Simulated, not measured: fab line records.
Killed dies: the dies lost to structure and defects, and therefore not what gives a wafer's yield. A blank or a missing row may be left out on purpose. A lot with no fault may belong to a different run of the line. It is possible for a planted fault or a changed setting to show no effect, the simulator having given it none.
Chamber matching :: flow n5_finfet :: N5_FIN_SAQP_HM_DEP_72 on pecvd-04 has 3 sister chambers
The step deposits SiO2 from SiH4/N2O, target thk 12 nm, time 7.2 s. 22 wafers are shown with their chamber, then 11 later ones without.

EACH WAFER AND ITS CHAMBER
wafer: L075.1
chamber: 2
heater_power_w (W): 939
showerhead_plenum_p_Torr (Torr): 8.07

wafer: L075.2
chamber: 0
heater_power_w (W): 592
showerhead_plenum_p_Torr (Torr): 8.05

wafer: L075.3
chamber: 1
heater_power_w (W): 760
showerhead_plenum_p_Torr (Torr): 8.06

wafer: L075.4
chamber: 2
heater_power_w (W): 940
showerhead_plenum_p_Torr (Torr): 8.06

wafer: L075.5
chamber: 0
heater_power_w (W): 596
showerhead_plenum_p_Torr (Torr): 8.04

wafer: L075.6
chamber: 1
heater_power_w (W): 772
showerhead_plenum_p_Torr (Torr): 8.06

wafer: L076.1
chamber: 0
heater_power_w (W): 715
showerhead_plenum_p_Torr (Torr): 8.02

wafer: L076.2
chamber: 1
heater_power_w (W): 892
showerhead_plenum_p_Torr (Torr): 8.07

wafer: L076.3
chamber: 2
heater_power_w (W): 838
showerhead_plenum_p_Torr (Torr): 8.06

wafer: L076.4
chamber: 0
heater_power_w (W): 725
showerhead_plenum_p_Torr (Torr): 8.02

wafer: L076.5
chamber: 2
heater_power_w (W): 820
showerhead_plenum_p_Torr (Torr): 8.07

wafer: L076.6
chamber: 1
heater_power_w (W): 879
showerhead_plenum_p_Torr (Torr): 8.08

wafer: L079.1
chamber: 2
heater_power_w (W): 894
showerhead_plenum_p_Torr (Torr): 8.06

wafer: L079.2
chamber: 0
heater_power_w (W): 664
showerhead_plenum_p_Torr (Torr): 8.06

wafer: L079.3
chamber: 1
heater_power_w (W): 852
showerhead_plenum_p_Torr (Torr): 8.09

wafer: L079.4
chamber: 2
heater_power_w (W): 899
showerhead_plenum_p_Torr (Torr): 8.09

wafer: L079.5
chamber: 1
heater_power_w (W): 863
showerhead_plenum_p_Torr (Torr): 8.07

wafer: L079.6
chamber: 0
heater_power_w (W): 673
showerhead_plenum_p_Torr (Torr): 8.06

wafer: L081.1
chamber: 0
heater_power_w (W): 607
showerhead_plenum_p_Torr (Torr): 8.02

wafer: L081.2
chamber: 2
heater_power_w (W): 965
showerhead_plenum_p_Torr (Torr): 8.08

wafer: L081.3
chamber: 1
heater_power_w (W): 838
showerhead_plenum_p_Torr (Torr): 8.05

wafer: L081.4
chamber: 1
heater_power_w (W): 833
showerhead_plenum_p_Torr (Torr): 8.05

SIGNATURES, as means of the wafers listed above
reading: heater_power_w
chamber 0: 653.14
chamber 1: 836.12
chamber 2: 899.29
scatter within a chamber: 52.4

reading: showerhead_plenum_p_Torr
chamber 0: 8.0386
chamber 1: 8.0663
chamber 2: 8.0700
scatter within a chamber: 0.015
Rule: a wafer's distance from a chamber is the root of the sum, over the readings, of the square of ((its reading less the chamber's mean) divided by the reading's scatter). If the next closest chamber is less than 2 further off than the closest, the wafer can't be placed; otherwise it belongs to the closest. How the scatter is found: for the shown wafers, subtract from each reading the mean of its chamber, square and add these, divide the total by (wafers less chambers), then take the root.

WAFERS WITH NO CHAMBER GIVEN
wafer: L081.5
heater_power_w (W): 599
showerhead_plenum_p_Torr (Torr): 8.04

wafer: L081.6
heater_power_w (W): 971
showerhead_plenum_p_Torr (Torr): 8.06

wafer: L088.2
heater_power_w (W): 908
showerhead_plenum_p_Torr (Torr): 8.07

wafer: L088.3
heater_power_w (W): 700
showerhead_plenum_p_Torr (Torr): 8.03

wafer: L088.5
heater_power_w (W): 699
showerhead_plenum_p_Torr (Torr): 8.04

wafer: L089.1
heater_power_w (W): 677
showerhead_plenum_p_Torr (Torr): 8.04

wafer: L089.2
heater_power_w (W): 906
showerhead_plenum_p_Torr (Torr): 8.05

wafer: L089.3
heater_power_w (W): 961
showerhead_plenum_p_Torr (Torr): 8.07

wafer: L089.4
heater_power_w (W): 990
showerhead_plenum_p_Torr (Torr): 8.09

wafer: L089.5
heater_power_w (W): 896
showerhead_plenum_p_Torr (Torr): 8.07

wafer: L089.6
heater_power_w (W): 678
showerhead_plenum_p_Torr (Torr): 8.03

CHAMBER TAKEN BY EACH
wafer: L081.5
from the rows above: 0
in truth: 0

wafer: L081.6
from the rows above: can't be placed: 2 or 1
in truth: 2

wafer: L088.2
from the rows above: can't be placed: 2 or 1
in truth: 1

wafer: L088.3
from the rows above: 0
in truth: 0

wafer: L088.5
from the rows above: 0
in truth: 0

wafer: L089.1
from the rows above: 0
in truth: 0

wafer: L089.2
from the rows above: can't be placed: 2 or 1
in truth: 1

wafer: L089.3
from the rows above: can't be placed: 2 or 1
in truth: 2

wafer: L089.4
from the rows above: can't be placed: 2 or 1
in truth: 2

wafer: L089.5
from the rows above: can't be placed: 2 or 1
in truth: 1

wafer: L089.6
from the rows above: 0
in truth: 0
5 of 11 placed correctly. From these rows, 6 cannot be placed; in 6 the true chamber is one of the candidates. 0 placed wrongly.
